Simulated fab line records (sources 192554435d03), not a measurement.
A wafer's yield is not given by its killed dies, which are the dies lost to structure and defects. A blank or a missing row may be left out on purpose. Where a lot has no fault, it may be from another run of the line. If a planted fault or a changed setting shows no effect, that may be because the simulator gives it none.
fab line records :: flow n5-finfet
[record]
  lots = 6
  wafers = 17
  last-day = 18
route steps=1938 shown START@1 ZERO_LAYER@2 BEOL_M4@1111 PASSIVATION@1936
lots untouched by any fault: they come from a run of this same line in which no faults occurred
start-h: start of the lot's first displayed wafer, in hours after the record's first day :: wait-h: how many hours have passed since the lot's step before this one :: " same as the row above :: L1.1+2: a row that stands for several wafers :: - no value, or no start was given :: * or withheld: withheld :: < > ~ a bound
route shown NAME@n: a module of which the file shows steps, and the number in the route of the first :: usual: the fault-free wafers' mean and standard deviation :: same: alike in all rows :: chamber/n: place in a boat :: sites: each site's reading :: _std_site: the standard deviation of these :: _edge_site: mean of outer sites minus mean of inner sites :: radius-mm: for every site, how far away it sits from the centre of the wafer :: mask NAME#n: copy n :: behind: the most recent tool/chamber to have shaped the wafer :: hold: what put the lot on hold/how long, in hours/how the hold closed :: device: the transistor (n, p or np) that didn't switch :: end of line: tests of these same wafers at the route's end :: a step without rows: its recipe alone :: killed: not the wafer's yield, but the dies lost to structure and defects at the first sort :: map: dies across one wafer; x = killed, . = not, _ = none there
set.NAME: setting as actually run; set.NAME@STEP: the setting as run at that earlier step :: model.NAME: the simulator's own value behind a step, which no gauge read
lots at selected steps of the route; one table per step, one row per wafer
services: from which hour (start-h, from the record's first day; less than 0 if before it) a tool's chamber was out of use, for how many hours, and why
[[steps]]
[step N5_START_INSPECT_01]
[recipe]
  inspect-instrument = unpatterned-scan
  mode = incoming
[usual]
  raw-defect-count = 5.5/2.2
lot.wafer: L331.1
tool: defect-inspect-02
chamber: -
start-h: 24.03
wait-h: -
raw-defect-count: 4

lot.wafer: L331.5
tool: defect-inspect-02
chamber: -
start-h: 24.03
wait-h: -
raw-defect-count: 8

lot.wafer: L331.6
tool: defect-inspect-02
chamber: -
start-h: 24.03
wait-h: -
raw-defect-count: 7

lot.wafer: L338.1
tool: defect-inspect-02
chamber: -
start-h: 66.03
wait-h: -
raw-defect-count: 2

lot.wafer: L338.3
tool: defect-inspect-02
chamber: -
start-h: 66.03
wait-h: -
raw-defect-count: 5

lot.wafer: L344.1
tool: defect-inspect-01
chamber: -
start-h: 102.03
wait-h: -
raw-defect-count: 2

lot.wafer: L344.3
tool: defect-inspect-01
chamber: -
start-h: 102.03
wait-h: -
raw-defect-count: 5

lot.wafer: L344.5
tool: defect-inspect-01
chamber: -
start-h: 102.03
wait-h: -
raw-defect-count: 3

lot.wafer: L345.2
tool: defect-inspect-01
chamber: -
start-h: 108.03
wait-h: -
raw-defect-count: 2

lot.wafer: L345.4
tool: defect-inspect-01
chamber: -
start-h: 108.03
wait-h: -
raw-defect-count: 8

lot.wafer: L345.6
tool: defect-inspect-01
chamber: -
start-h: 108.03
wait-h: -
raw-defect-count: 3

lot.wafer: L349.1
tool: defect-inspect-02
chamber: -
start-h: 132.03
wait-h: -
raw-defect-count: 5

lot.wafer: L349.2
tool: defect-inspect-02
chamber: -
start-h: 132.03
wait-h: -
raw-defect-count: 9

lot.wafer: L349.4
tool: defect-inspect-02
chamber: -
start-h: 132.03
wait-h: -
raw-defect-count: 6

lot.wafer: L351.1
tool: defect-inspect-01
chamber: -
start-h: 144.03
wait-h: -
raw-defect-count: 2

lot.wafer: L351.2
tool: defect-inspect-01
chamber: -
start-h: 144.03
wait-h: -
raw-defect-count: 4

lot.wafer: L351.3
tool: defect-inspect-01
chamber: -
start-h: 144.03
wait-h: -
raw-defect-count: 3
[step N5_ZERO_LAYER_PRECLEAN_00]
[recipe]
  chemistry = SPM
  time-s = 600
  temp-c = 120
  mix = 4:1
[step N5_ZERO_LAYER_SRD_01]
[recipe]
  time-s = 30
  temp-c = 23
  rinse-liquid = diw
  dry = n2-spin
  spin-rpm = 1500
  dry-time-s = 30
[step N5_ZERO_LAYER_PECVD_02]
[recipe]
  material = SiO2
  target-thk-a = 100
  temp-c = 400
  precursor = SiH4/N2O
  pressure-torr = 0.75
  rf-w = 275
  time-s = 6
[usual]
  heater-power-w = 788/81
  showerhead-plenum-p-Torr = 8.21/0.15
lot.wafer: L331.1
tool: pecvd-03
chamber: 1
start-h: 24.28
wait-h: 0.0
heater-power-w: 809
showerhead-plenum-p-Torr: 7.87
since-wet-clean-h: 1272

lot.wafer: L331.5
tool: pecvd-03
chamber: 1
start-h: 24.28
wait-h: 0.0
heater-power-w: 805
showerhead-plenum-p-Torr: 7.84
since-wet-clean-h: -

lot.wafer: L331.6
tool: pecvd-03
chamber: 2
start-h: 24.28
wait-h: 0.0
heater-power-w: 745
showerhead-plenum-p-Torr: 8.16
since-wet-clean-h: -

lot.wafer: L338.1
tool: pecvd-03
chamber: 2
start-h: 66.28
wait-h: 0.0
heater-power-w: 769
showerhead-plenum-p-Torr: 8.16
since-wet-clean-h: 2039

lot.wafer: L338.3
tool: pecvd-03
chamber: 1
start-h: 66.28
wait-h: 0.0
heater-power-w: 781
showerhead-plenum-p-Torr: 7.85
since-wet-clean-h: 1314

lot.wafer: L344.1
tool: pecvd-01
chamber: 2
start-h: 102.28
wait-h: 0.0
heater-power-w: 794
showerhead-plenum-p-Torr: 8.18
since-wet-clean-h: 52

lot.wafer: L344.3
tool: pecvd-01
chamber: 0
start-h: 102.28
wait-h: 0.0
heater-power-w: 829
showerhead-plenum-p-Torr: 8.34
since-wet-clean-h: 806

lot.wafer: L344.5
tool: pecvd-01
chamber: 0
start-h: 102.28
wait-h: 0.0
heater-power-w: 858
showerhead-plenum-p-Torr: 8.34
since-wet-clean-h: -

lot.wafer: L345.2
tool: pecvd-01
chamber: 1
start-h: 108.28
wait-h: 0.0
heater-power-w: 828
showerhead-plenum-p-Torr: 8.37
since-wet-clean-h: 1537

lot.wafer: L345.4
tool: pecvd-01
chamber: 0
start-h: 108.28
wait-h: 0.0
heater-power-w: 809
showerhead-plenum-p-Torr: 8.36
since-wet-clean-h: -

lot.wafer: L345.6
tool: pecvd-01
chamber: 1
start-h: 108.28
wait-h: 0.0
heater-power-w: 815
showerhead-plenum-p-Torr: 8.37
since-wet-clean-h: -

lot.wafer: L349.1
tool: pecvd-01
chamber: 1
start-h: 132.28
wait-h: 0.0
heater-power-w: 935
showerhead-plenum-p-Torr: 8.37
since-wet-clean-h: 1561

lot.wafer: L349.2
tool: pecvd-01
chamber: 0
start-h: 132.28
wait-h: 0.0
heater-power-w: 717
showerhead-plenum-p-Torr: 8.36
since-wet-clean-h: 836

lot.wafer: L349.4
tool: pecvd-01
chamber: 1
start-h: 132.28
wait-h: 0.0
heater-power-w: 926
showerhead-plenum-p-Torr: 8.37
since-wet-clean-h: -

lot.wafer: L351.1
tool: pecvd-03
chamber: 0
start-h: 144.29
wait-h: 0.0
heater-power-w: 665
showerhead-plenum-p-Torr: 8.12
since-wet-clean-h: 667

lot.wafer: L351.2
tool: pecvd-03
chamber: 2
start-h: 144.29
wait-h: 0.0
heater-power-w: 726
showerhead-plenum-p-Torr: 8.16
since-wet-clean-h: 2117

lot.wafer: L351.3
tool: pecvd-03
chamber: 1
start-h: 144.29
wait-h: 0.0
heater-power-w: 825
showerhead-plenum-p-Torr: 7.84
since-wet-clean-h: 1392
[step N5_ZERO_LAYER_HMDS_04]
[recipe]
  time-s = 60
  temp-c = 120
[step N5_ZERO_LAYER_COAT_05]
[recipe]
  spin-rpm = 1500
  resist-thk-nm = 1000
[step N5_ZERO_LAYER_EBR_07]
[recipe]
  solvent = PGMEA
  ebr-width-mm = 1.5
[step N5_ZERO_LAYER_SOFTBAKE_06]
[recipe]
  temp-c = 100
  time-s = 90
[step N5_ZERO_LAYER_EXPOSE_08]
[recipe]
  mask-id = ZERO
  na = 0.55
  source-shape = conventional
  sigma-outer = 0.8
  polarization = unpolarized
  defocus-nm = 0
  target-cd-nm = 2000
  dose-mj = 16.2
[usual]
  exposure-dose-mJ-cm2 = 16.201/0.016
  reticle-temp-C = 23.00/0.1
lot.wafer: L331.1
tool: krf-scanner-02
chamber: 0
start-h: 24.46
wait-h: -
mask: ZERO#0
exposure-dose-mJ-cm2: 16.215
reticle-temp-C: 22.89

lot.wafer: L331.5
tool: krf-scanner-02
chamber: 0
start-h: 24.46
wait-h: -
mask: ZERO#0
exposure-dose-mJ-cm2: 16.198
reticle-temp-C: 22.93

lot.wafer: L331.6
tool: krf-scanner-02
chamber: 0
start-h: 24.46
wait-h: -
mask: ZERO#0
exposure-dose-mJ-cm2: 16.204
reticle-temp-C: 22.95

lot.wafer: L338.1
tool: krf-scanner-01
chamber: 0
start-h: 66.46
wait-h: -
mask: ZERO#0
exposure-dose-mJ-cm2: 16.230
reticle-temp-C: 22.90

lot.wafer: L338.3
tool: krf-scanner-01
chamber: 0
start-h: 66.46
wait-h: -
mask: ZERO#0
exposure-dose-mJ-cm2: 16.228
reticle-temp-C: 22.89

lot.wafer: L344.1
tool: krf-scanner-01
chamber: 0
start-h: 102.46
wait-h: -
mask: ZERO#0
exposure-dose-mJ-cm2: 16.482
reticle-temp-C: 22.92

lot.wafer: L344.3
tool: krf-scanner-01
chamber: 0
start-h: 102.46
wait-h: -
mask: ZERO#0
exposure-dose-mJ-cm2: 16.494
reticle-temp-C: 22.86

lot.wafer: L344.5
tool: krf-scanner-01
chamber: 0
start-h: 102.46
wait-h: -
mask: ZERO#0
exposure-dose-mJ-cm2: 16.493
reticle-temp-C: 22.93

lot.wafer: L345.2
tool: krf-scanner-01
chamber: 0
start-h: 108.47
wait-h: -
mask: ZERO#0
exposure-dose-mJ-cm2: 16.414
reticle-temp-C: 22.81

lot.wafer: L345.4
tool: krf-scanner-01
chamber: 0
start-h: 108.47
wait-h: -
mask: ZERO#0
exposure-dose-mJ-cm2: 16.422
reticle-temp-C: 22.97

lot.wafer: L345.6
tool: krf-scanner-01
chamber: 0
start-h: 108.47
wait-h: -
mask: ZERO#0
exposure-dose-mJ-cm2: 16.419
reticle-temp-C: 22.90

lot.wafer: L349.1
tool: krf-scanner-02
chamber: 0
start-h: 132.49
wait-h: -
mask: ZERO#0
exposure-dose-mJ-cm2: 16.182
reticle-temp-C: 22.99

lot.wafer: L349.2
tool: krf-scanner-02
chamber: 0
start-h: 132.49
wait-h: -
mask: ZERO#0
exposure-dose-mJ-cm2: 16.171
reticle-temp-C: 22.84

lot.wafer: L349.4
tool: krf-scanner-02
chamber: 0
start-h: 132.49
wait-h: -
mask: ZERO#0
exposure-dose-mJ-cm2: 16.184
reticle-temp-C: 23.17

lot.wafer: L351.1
tool: krf-scanner-02
chamber: 0
start-h: 144.60
wait-h: -
mask: ZERO#0
exposure-dose-mJ-cm2: 16.166
reticle-temp-C: 22.97

lot.wafer: L351.2
tool: krf-scanner-02
chamber: 0
start-h: 144.60
wait-h: -
mask: ZERO#0
exposure-dose-mJ-cm2: 16.197
reticle-temp-C: 23.04

lot.wafer: L351.3
tool: krf-scanner-02
chamber: 0
start-h: 144.60
wait-h: -
mask: ZERO#0
exposure-dose-mJ-cm2: 16.176
reticle-temp-C: 22.96
[step N5_ZERO_LAYER_PEB_09]
[recipe]
  peb-temp-c = withheld
  peb-time-s = *
[step N5_BEOL_M4_RC_MEAS_101]
[usual]
  DIBL_N = 36.1/2
  DIBL_P = 36.3/2.5
  IOFF_N = 0.16/0.037
  IOFF_P = 0.21/0.039
  ION_N = 678/15
  ION_P = 465/8.7
  SS_N = 71.4/0.7
  SS_P = 73.3/0.74
  VT_N = 249/3.6
  VT_P = -250.0/2.9
lot.wafer: L331.1
tool: prober-01
chamber: 0
start-h: 191.36
wait-h: 0.0
DIBL_N[mV/V]: 36.5
DIBL_P[mV/V]: 37.5
IOFF_N[nA/um]: 0.16
IOFF_P[nA/um]: 0.20
ION_N[uA/um]: 673
ION_P[uA/um]: 452
SS_N[mV/dec]: 71.1
SS_P[mV/dec]: 73.3
VT_N[mV]: 250
VT_P[mV]: -251.8

lot.wafer: L331.5
tool: prober-01
chamber: 0
start-h: 191.36
wait-h: 0.0
DIBL_N[mV/V]: 34.9
DIBL_P[mV/V]: 35.1
IOFF_N[nA/um]: 0.14
IOFF_P[nA/um]: 0.17
ION_N[uA/um]: 663
ION_P[uA/um]: 448
SS_N[mV/dec]: 71.1
SS_P[mV/dec]: 72.7
VT_N[mV]: 249
VT_P[mV]: -252.9

lot.wafer: L331.6
tool: prober-01
chamber: 0
start-h: 191.36
wait-h: 0.0
DIBL_N[mV/V]: 38.0
DIBL_P[mV/V]: 39.0
IOFF_N[nA/um]: 0.18
IOFF_P[nA/um]: 0.21
ION_N[uA/um]: 666
ION_P[uA/um]: 454
SS_N[mV/dec]: 72.2
SS_P[mV/dec]: 75.0
VT_N[mV]: 250
VT_P[mV]: -252.1

lot.wafer: L338.1
tool: prober-01
chamber: 0
start-h: 233.68
wait-h: 0.0
DIBL_N[mV/V]: 34.4
DIBL_P[mV/V]: 34.5
IOFF_N[nA/um]: 0.13
IOFF_P[nA/um]: 0.19
ION_N[uA/um]: 663
ION_P[uA/um]: 462
SS_N[mV/dec]: 71.1
SS_P[mV/dec]: 72.9
VT_N[mV]: 252
VT_P[mV]: -249.8

lot.wafer: L338.3
tool: prober-01
chamber: 0
start-h: 233.68
wait-h: 0.0
DIBL_N[mV/V]: 39.3
DIBL_P[mV/V]: 39.2
IOFF_N[nA/um]: 0.22
IOFF_P[nA/um]: 0.28
ION_N[uA/um]: 669
ION_P[uA/um]: 464
SS_N[mV/dec]: 72.4
SS_P[mV/dec]: 73.9
VT_N[mV]: 249
VT_P[mV]: -246.1

lot.wafer: L345.2
tool: prober-02
chamber: 0
start-h: 284.11
wait-h: 0.2
DIBL_N[mV/V]: 37.8
DIBL_P[mV/V]: 39.4
IOFF_N[nA/um]: 0.20
IOFF_P[nA/um]: 0.21
ION_N[uA/um]: 685
ION_P[uA/um]: 459
SS_N[mV/dec]: 71.8
SS_P[mV/dec]: 73.6
VT_N[mV]: 243
VT_P[mV]: -253.1

lot.wafer: L345.4
tool: prober-02
chamber: 0
start-h: 284.11
wait-h: 0.2
DIBL_N[mV/V]: 35.1
DIBL_P[mV/V]: 36.4
IOFF_N[nA/um]: 0.14
IOFF_P[nA/um]: 0.18
ION_N[uA/um]: 683
ION_P[uA/um]: 468
SS_N[mV/dec]: 71.0
SS_P[mV/dec]: 73.1
VT_N[mV]: 250
VT_P[mV]: -252.0

lot.wafer: L345.6
tool: prober-02
chamber: 0
start-h: 284.11
wait-h: 0.2
DIBL_N[mV/V]: 32.7
DIBL_P[mV/V]: 32.8
IOFF_N[nA/um]: 0.12
IOFF_P[nA/um]: 0.14
ION_N[uA/um]: 663
ION_P[uA/um]: 449
SS_N[mV/dec]: 70.2
SS_P[mV/dec]: 72.4
VT_N[mV]: 252
VT_P[mV]: -257.2

lot.wafer: L344.1
tool: prober-02
chamber: 0
start-h: 284.88
wait-h: 0.5
DIBL_N[mV/V]: 37.0
DIBL_P[mV/V]: 37.8
IOFF_N[nA/um]: 0.20
IOFF_P[nA/um]: 0.24
ION_N[uA/um]: 703
ION_P[uA/um]: 472
SS_N[mV/dec]: 70.9
SS_P[mV/dec]: 73.6
VT_N[mV]: 247
VT_P[mV]: -248.4

lot.wafer: L344.3
tool: prober-02
chamber: 0
start-h: 284.88
wait-h: 0.5
DIBL_N[mV/V]: 35.1
DIBL_P[mV/V]: 32.8
IOFF_N[nA/um]: 0.14
IOFF_P[nA/um]: 0.16
ION_N[uA/um]: 672
ION_P[uA/um]: 454
SS_N[mV/dec]: 71.0
SS_P[mV/dec]: 72.8
VT_N[mV]: 254
VT_P[mV]: -252.4

lot.wafer: L344.5
tool: prober-02
chamber: 0
start-h: 284.88
wait-h: 0.5
DIBL_N[mV/V]: 38.4
DIBL_P[mV/V]: 38.8
IOFF_N[nA/um]: 0.22
IOFF_P[nA/um]: 0.26
ION_N[uA/um]: 708
ION_P[uA/um]: 477
SS_N[mV/dec]: 72.1
SS_P[mV/dec]: 73.6
VT_N[mV]: 246
VT_P[mV]: -246.3

lot.wafer: L349.1
tool: prober-02
chamber: 0
start-h: 318.63
wait-h: 0.0
DIBL_N[mV/V]: 37.6
DIBL_P[mV/V]: 38.3
IOFF_N[nA/um]: 0.21
IOFF_P[nA/um]: 0.28
ION_N[uA/um]: 701
ION_P[uA/um]: 476
SS_N[mV/dec]: 71.8
SS_P[mV/dec]: 74.5
VT_N[mV]: 244
VT_P[mV]: -245.1

lot.wafer: L349.2
tool: prober-02
chamber: 0
start-h: 318.63
wait-h: 0.0
DIBL_N[mV/V]: 37.0
DIBL_P[mV/V]: 35.8
IOFF_N[nA/um]: 0.17
IOFF_P[nA/um]: 0.23
ION_N[uA/um]: 676
ION_P[uA/um]: 458
SS_N[mV/dec]: 71.6
SS_P[mV/dec]: 73.8
VT_N[mV]: 248
VT_P[mV]: -251.4

lot.wafer: L349.4
tool: prober-02
chamber: 0
start-h: 318.63
wait-h: 0.0
DIBL_N[mV/V]: 37.3
DIBL_P[mV/V]: 36.7
IOFF_N[nA/um]: 0.19
IOFF_P[nA/um]: 0.25
ION_N[uA/um]: 683
ION_P[uA/um]: 461
SS_N[mV/dec]: 71.7
SS_P[mV/dec]: 73.7
VT_N[mV]: 244
VT_P[mV]: -249.8

lot.wafer: L351.1
tool: prober-01
chamber: 0
start-h: 324.98
wait-h: 0.0
DIBL_N[mV/V]: 38.4
DIBL_P[mV/V]: 39.4
IOFF_N[nA/um]: 0.22
IOFF_P[nA/um]: 0.26
ION_N[uA/um]: 686
ION_P[uA/um]: 464
SS_N[mV/dec]: 72.2
SS_P[mV/dec]: 73.9
VT_N[mV]: 245
VT_P[mV]: -245.6

lot.wafer: L351.2
tool: prober-01
chamber: 0
start-h: 324.98
wait-h: 0.0
DIBL_N[mV/V]: 32.9
DIBL_P[mV/V]: 33.3
IOFF_N[nA/um]: 0.13
IOFF_P[nA/um]: 0.17
ION_N[uA/um]: 672
ION_P[uA/um]: 465
SS_N[mV/dec]: 70.0
SS_P[mV/dec]: 73.2
VT_N[mV]: 248
VT_P[mV]: -249.2

lot.wafer: L351.3
tool: prober-01
chamber: 0
start-h: 324.98
wait-h: 0.0
DIBL_N[mV/V]: 33.2
DIBL_P[mV/V]: 33.9
IOFF_N[nA/um]: 0.13
IOFF_P[nA/um]: 0.19
ION_N[uA/um]: 685
ION_P[uA/um]: 481
SS_N[mV/dec]: 70.8
SS_P[mV/dec]: 72.1
VT_N[mV]: 249
VT_P[mV]: -251.4
[step N5_PASSIVATION_PROBE_49]
[usual]
  defect-limited-yield = 91.1/1.3
  killed_at_M0_to_M3 = 32/9.7
  killed_at_M4_up = 16/6
  killed-at-contacts = 12/5.9
  killed-at-front-end = 41/11
  killed-at-other = 4/3.1
  killed-dies = 104/16
  killed-open = 68/12
  killed-short = 34/7.4
  sort_bin_5_function = 5.1/0.85
  sort_bin_6_memory = 3.3/0.66
  sort-n-pass = 1075/16
  sort-yield-pct = 91.1/1.4
[same]
  gross-dies = 1180
  killed-at-back-side = 0
  sort_bin_4_leakage[%] = 0
  sort_bin_8_speed[%] = 0
lot.wafer: L331.1
tool: prober-01
chamber: -
start-h: 309.94
wait-h: 0.0
defect-limited-yield[%]: 90.8
killed_at_M0_to_M3: 35
killed_at_M4_up: 11
killed-at-contacts: 11
killed-at-front-end: 48
killed-at-other: 4
killed-dies: 109
killed-open: 71
killed-short: 34
sort_bin_5_function[%]: 5.4
sort_bin_6_memory[%]: 3.6
sort-n-pass: 1071
sort-yield-pct[%]: 90.8

lot.wafer: L331.5
tool: prober-01
chamber: -
start-h: 310.14
wait-h: 0.2
defect-limited-yield[%]: 90.8
killed_at_M0_to_M3: 31
killed_at_M4_up: 22
killed-at-contacts: 7
killed-at-front-end: 47
killed-at-other: 1
killed-dies: 108
killed-open: 70
killed-short: 35
sort_bin_5_function[%]: 6.0
sort_bin_6_memory[%]: 2.8
sort-n-pass: 1072
sort-yield-pct[%]: 90.8

lot.wafer: L331.6
tool: prober-01
chamber: -
start-h: 310.19
wait-h: 0.3
defect-limited-yield[%]: 88.4
killed_at_M0_to_M3: 35
killed_at_M4_up: 16
killed-at-contacts: 15
killed-at-front-end: 66
killed-at-other: 5
killed-dies: 137
killed-open: 86
killed-short: 46
sort_bin_5_function[%]: 6.6
sort_bin_6_memory[%]: 4.7
sort-n-pass: 1043
sort-yield-pct[%]: 88.4

lot.wafer: L349.1
tool: prober-02
chamber: -
start-h: 425.63
wait-h: 0.0
defect-limited-yield[%]: 91.4
killed_at_M0_to_M3: 38
killed_at_M4_up: 6
killed-at-contacts: 14
killed-at-front-end: 38
killed-at-other: 5
killed-dies: 101
killed-open: 59
killed-short: 32
sort_bin_5_function[%]: 5.0
sort_bin_6_memory[%]: 2.9
sort-n-pass: 1079
sort-yield-pct[%]: 91.4

lot.wafer: L349.2
tool: prober-02
chamber: -
start-h: 425.68
wait-h: 0.1
defect-limited-yield[%]: 91.9
killed_at_M0_to_M3: 23
killed_at_M4_up: 7
killed-at-contacts: 17
killed-at-front-end: 45
killed-at-other: 4
killed-dies: 96
killed-open: 64
killed-short: 32
sort_bin_5_function[%]: 4.8
sort_bin_6_memory[%]: 3.0
sort-n-pass: 1084
sort-yield-pct[%]: 91.9

lot.wafer: L349.4
tool: prober-02
chamber: -
start-h: 425.78
wait-h: 0.2
defect-limited-yield[%]: 91.6
killed_at_M0_to_M3: 35
killed_at_M4_up: 11
killed-at-contacts: 20
killed-at-front-end: 30
killed-at-other: 3
killed-dies: 99
killed-open: 65
killed-short: 34
sort_bin_5_function[%]: 4.4
sort_bin_6_memory[%]: 3.8
sort-n-pass: 1081
sort-yield-pct[%]: 91.6

lot.wafer: L351.1
tool: prober-01
chamber: -
start-h: 430.47
wait-h: 0.0
defect-limited-yield[%]: 90.1
killed_at_M0_to_M3: 37
killed_at_M4_up: 13
killed-at-contacts: 16
killed-at-front-end: 34
killed-at-other: 17
killed-dies: 117
killed-open: 80
killed-short: 37
sort_bin_5_function[%]: 6.4
sort_bin_6_memory[%]: 3.2
sort-n-pass: 1063
sort-yield-pct[%]: 90.1

lot.wafer: L351.2
tool: prober-01
chamber: -
start-h: 430.52
wait-h: 0.1
defect-limited-yield[%]: 90.8
killed_at_M0_to_M3: 22
killed_at_M4_up: 21
killed-at-contacts: 10
killed-at-front-end: 48
killed-at-other: 8
killed-dies: 109
killed-open: 57
killed-short: 45
sort_bin_5_function[%]: 5.6
sort_bin_6_memory[%]: 2.7
sort-n-pass: 1071
sort-yield-pct[%]: 90.8

lot.wafer: L351.3
tool: prober-01
chamber: -
start-h: 430.57
wait-h: 0.1
defect-limited-yield[%]: 90.7
killed_at_M0_to_M3: 36
killed_at_M4_up: 16
killed-at-contacts: 12
killed-at-front-end: 36
killed-at-other: 10
killed-dies: 110
killed-open: 72
killed-short: 38
sort_bin_5_function[%]: 5.2
sort_bin_6_memory[%]: 3.7
sort-n-pass: 1070
sort-yield-pct[%]: 90.7
// killed by level:class
L331.1 FIN_SAQP:geometric-particle:open=21 FIN_SAQP:geometric-particle:short=9 MOL_CONTACT_COAG:geometric-particle:open=9 BEOL_M0_SAQP:geometric-particle:open=7 BEOL_M0_SAQP:geometric-particle:short=7 BEOL_M0:geometric-particle:open=6 STI_FIN_REVEAL:geometric-particle:open=5 BEOL_M1:geometric-particle:short=5
L331.5 FIN_SAQP:geometric-particle:open=14 BEOL_M4:geometric-particle:open=12 FIN_SAQP:geometric-particle:short=10 BEOL_M0_SAQP:geometric-particle:short=10 STI_FIN_REVEAL:geometric-particle:open=7 MOL_CONTACT_COAG:geometric-particle:open=6 BEOL_M3:geometric-particle:open=6 BEOL_M0_SAQP:geometric-particle:open=5
L331.6 FIN_SAQP:geometric-particle:open=27 FIN_SAQP:geometric-particle:short=14 MOL_CONTACT_COAG:geometric-particle:open=11 BEOL_M2:geometric-particle:open=8 BEOL_M4:geometric-particle:open=8 GATE_CUT:geometric-particle:short=6 BEOL_M0_SAQP:geometric-particle:open=6 BEOL_M0_SAQP:geometric-particle:short=5
L349.1 BEOL_M0_SAQP:geometric-particle:short=13 MOL_CONTACT_COAG:geometric-particle:open=12 BEOL_M0_SAQP:geometric-particle:open=11 FIN_SAQP:geometric-particle:open=7 HKMG_FIN:area-etch=7 BEOL_M3:geometric-particle:open=4 FIN_SAQP:geometric-particle:short=3 DUMMY_GATE:geometric-particle:open=3
L349.2 MOL_CONTACT_COAG:geometric-particle:open=14 FIN_SAQP:geometric-particle:open=8 DUMMY_GATE:geometric-particle:open=7 GATE_CUT:geometric-particle:open=5 BEOL_M2:geometric-particle:open=5 BEOL_M3:geometric-particle:open=5 FIN_SAQP:geometric-particle:short=4 DUMMY_GATE:geometric-particle:short=4
L349.4 MOL_CONTACT_COAG:geometric-particle:open=14 BEOL_M1:geometric-particle:open=7 MOL_CONTACT_COAG:geometric-particle:short=6 BEOL_M2:geometric-particle:open=6 BEOL_M8:geometric-particle:open=6 BEOL_M0_SAQP:geometric-particle:short=5 GATE_CUT:geometric-particle:short=5 BEOL_M0_SAQP:geometric-particle:open=5
L351.1 MOL_CONTACT_COAG:geometric-particle:open=12 FIN_SAQP:geometric-particle:open=9 BEOL_M0_SAQP:geometric-particle:open=9 BEOL_M4:geometric-particle:open=6 BEOL_M2:geometric-particle:short=6 BEOL_M2:geometric-particle:open=6 PASS1_CAP:geometric-particle:short=6 STARTING-WAFER:geometric-particle:open=6
L351.2 FIN_SAQP:geometric-particle:open=10 BEOL_M4:geometric-particle:open=9 FIN_SAQP:geometric-particle:short=8 HKMG_FIN:area-etch=7 MOL_CONTACT_COAG:geometric-particle:open=6 STI_FIN_REVEAL:geometric-particle:open=5 BEOL_M1:geometric-particle:short=5 BEOL_M4:geometric-particle:short=5
L351.3 STI_FIN_REVEAL:geometric-particle:open=12 MOL_CONTACT_COAG:geometric-particle:open=9 FIN_SAQP:geometric-particle:open=7 BEOL_M1:geometric-particle:open=7 BEOL_M2:geometric-particle:open=6 BEOL_M3:geometric-particle:short=6 FIN_SAQP:geometric-particle:short=5 BEOL_M0_SAQP:geometric-particle:open=5
[[services]]
tool: pecvd-01
chamber: 1
start-h: 16.17
hours: 5.5
kind: scheduled-down

tool: krf-scanner-01
chamber: -
start-h: 18.04
hours: 0.8
kind: pm

tool: pecvd-01
chamber: -
start-h: 18.91
hours: 0.8
kind: repair

tool: pecvd-01
chamber: 2
start-h: 21.75
hours: -
kind: clean

tool: pecvd-01
chamber: 2
start-h: 21.75
hours: -
kind: consumable-replace:showerhead

tool: pecvd-01
chamber: 2
start-h: 21.75
hours: 29.0
kind: scheduled-down

tool: pecvd-01
chamber: 2
start-h: 21.75
hours: 29.0
kind: vent-cycle

tool: krf-scanner-01
chamber: -
start-h: 26.44
hours: 1.3
kind: pm

tool: krf-scanner-01
chamber: -
start-h: 42.64
hours: 3.6
kind: pm

tool: krf-scanner-02
chamber: -
start-h: 46.23
hours: 0.7
kind: repair

tool: pecvd-01
chamber: 0
start-h: 76.29
hours: 13.2
kind: repair

tool: krf-scanner-02
chamber: -
start-h: 83.91
hours: 0.7
kind: repair

tool: krf-scanner-02
chamber: -
start-h: 93.47
hours: 1.0
kind: pm

tool: pecvd-01
chamber: 2
start-h: 104.13
hours: 4.0
kind: repair

tool: pecvd-03
chamber: -
start-h: 107.65
hours: 2.9
kind: repair

tool: krf-scanner-01
chamber: -
start-h: 112.08
hours: 0.4
kind: repair

tool: pecvd-03
chamber: 1
start-h: 113.51
hours: 2.1
kind: scheduled-down

tool: krf-scanner-02
chamber: -
start-h: 119.22
hours: 0.5
kind: repair

tool: krf-scanner-02
chamber: -
start-h: 122.16
hours: 1.3
kind: pm

tool: pecvd-01
chamber: 2
start-h: 131.50
hours: 6.3
kind: repair

tool: krf-scanner-02
chamber: 0
start-h: 131.66
hours: -
kind: calibration

tool: pecvd-01
chamber: 1
start-h: 133.26
hours: -
kind: calibration

tool: krf-scanner-01
chamber: -
start-h: 133.57
hours: 2.4
kind: repair

tool: krf-scanner-02
chamber: -
start-h: 139.81
hours: 0.8
kind: pm
[[key]]
[first-sign]
  step = N5_ZERO_LAYER_EXPOSE_08
  reading = exposure-dose-mJ-cm2
  direction = up
  sigmas = 16
  usual = 16.201
  struck = 16.454
effect none on later readings
met-at N5_ZERO_LAYER_EXPOSE_08
struck-wafers L344.1,L344.3,L344.5,L345.2,L345.4,L345.6
[loop-trim]
  step = N5_ZERO_LAYER_EXPOSE_08
  setting = dose
  lots = L345
onset-between 66.46 102.46
[fault]
  kind = process-parameter-drift
  tool = krf-scanner-01
  chamber = -
  onset-h = 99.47
  steps = N5_ZERO_LAYER_EXPOSE_08
  channel = dose-mj
  offset = 0.27637
  shape = step
  acts-in = these-recipes-only
  stated = 16.2
// loop-trim: a control loop set the setting to another value than it would have without faults
